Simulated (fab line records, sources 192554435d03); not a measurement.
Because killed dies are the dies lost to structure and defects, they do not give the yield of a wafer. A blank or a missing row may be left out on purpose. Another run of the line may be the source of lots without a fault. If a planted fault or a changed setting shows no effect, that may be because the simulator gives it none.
The same fault as seen by 2 desks | flow n5-finfet | each desk holds nothing but its own numbers, with what lay behind them at the end

== TOOL OWNER'S DESK, pecvd-04 ==
The tool's own readings at N5_FIN_SAQP_HM_DEP_03 (deposits SiNx from SiH4/NH3/N2, target thk 38 nm, time 33.6 s): means of the sampled wafers that have a number, for each lot that ran on this tool. A lot is out of limits, marked OUT, if its mean lies more than 4 standard deviations from the usual mean; the brackets give that distance.
Columns: A = heater-power-w at N5_FIN_SAQP_HM_DEP_03, usual 724 W; B = showerhead-plenum-p-Torr at N5_FIN_SAQP_HM_DEP_03, usual 5.13 Torr; C = throttle-valve-pct at N5_FIN_SAQP_HM_DEP_03, usual 40.5 %
lot  | first seen here | A   | B    | C
L677 | day 2 02:20     | 658 | 5.11 | 41.3
L678 | day 2 09:20     | 649 | 5.06 | 42.0
L679 | day 2 14:52     | 645 | 5.12 | 41.3
L682 | day 3 09:13     | 669 | 5.12 | 41.7
L683 | day 3 15:20     | 645 | 5.11 | 41.6
This desk's verdict: no lot among the 5 shows anything out of limits.

== THE METROLOGY DESK ==
Means of the sampled wafers that have a number, per lot and without regard to the tool the lot ran on: this is what the gauges read. A lot is out of limits, marked OUT, if its mean lies more than 4 standard deviations from the usual mean; the brackets give that distance. Shown are 7 of the 14 readings it has, namely the first that went out of limits plus those furthest out on some lot.
Columns: A = cd-nm at N5_PMOS_HMC_CHANNEL_EPI_CD_MEAS_09, usual 237.5 nm; B = PMOS_HMC_BLK_OVL at N5_PMOS_HMC_CHANNEL_EPI_OVL_MEAS_10, usual 0.1 nm; C = HMC_CMP_THK at N5_PMOS_HMC_CHANNEL_EPI_THK_MEAS_22, usual 54.2 nm; D = thk-nm at N5_FIN_SAQP_THK_MEAS_05, usual 38.1 nm; E = DIBL_P at N5_BEOL_M4_RC_MEAS_101, usual 38 mV/V; F = IOFF_P at N5_BEOL_M4_RC_MEAS_101, usual 0.24 nA/um; G = SS_P at N5_BEOL_M4_RC_MEAS_101, usual 73.7 mV/dec
lot  | first seen here | A     | B    | C    | D               | E  | F    | G
L677 | day 1 22:58     | 234.5 | -0.4 | 55.2 | 38.2            | 39 | 0.24 | 73.8
L678 | day 2 05:01     | 237.3 | 0.6  | 53.4 | 38.2            | 39 | 0.21 | 73.8
L679 | day 2 11:02     | 236.4 | -0.3 | 53.7 | 36.6            | 36 | 0.20 | 72.7
L682 | day 3 05:35     | 237.4 | -1.0 | 55.8 | 33.4 (-8.4) OUT | 39 | 0.23 | 73.8
L683 | day 3 11:44     | 238.6 | -1.0 | 54.2 | 36.3            | 36 | 0.19 | 73.3
L686 | day 4 05:22     | 236.6 | -1.7 | 53.5 | 38.1            | 38 | 0.28 | 73.9
L687 | day 4 11:28     | 237.3 | 0.0  | 53.7 | 38.0            | 41 | 0.32 | 73.9
L690 | day 5 05:56     | 238.1 | 0.0  | 54.3 | 38.2            | 37 | 0.23 | 73.6
L691 | day 5 11:02     | 237.5 | -0.8 | 54.6 | 38.1            | 43 | 0.32 | 74.8
L694 | day 6 06:16     | 236.4 | 0.4  | 53.7 | 38.0            | 37 | 0.23 | 73.8
L695 | day 6 11:48     | 238.2 | 0.6  | 54.2 | 38.0            | 36 | 0.23 | 73.7
This desk finds L682 out of limits, L682 being first, at day 3 09:16 (thk-nm at N5_FIN_SAQP_THK_MEAS_05). Within limits: L677, L678, L679, L683, L686, L687, L690, L691, L694, L695.

== PUT TOGETHER ==
On L682, the metrology desk was in a position to raise an alarm at day 3 09:16.
The tool owner's desk saw nothing out of limits.
Tool owner's desk: L682 on record, inside its limits.
The lots listed all ran N5_FIN_SAQP_HM_DEP_03 on pecvd-04.

== WHAT WAS PUT IN BY THE SIMULATOR ==
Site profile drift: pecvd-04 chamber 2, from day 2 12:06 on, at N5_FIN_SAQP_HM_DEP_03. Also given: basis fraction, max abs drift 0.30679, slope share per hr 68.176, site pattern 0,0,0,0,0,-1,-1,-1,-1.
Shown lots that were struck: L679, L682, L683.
Hours from the fault's start to each desk's first reading out of limits: the metrology desk, 21.
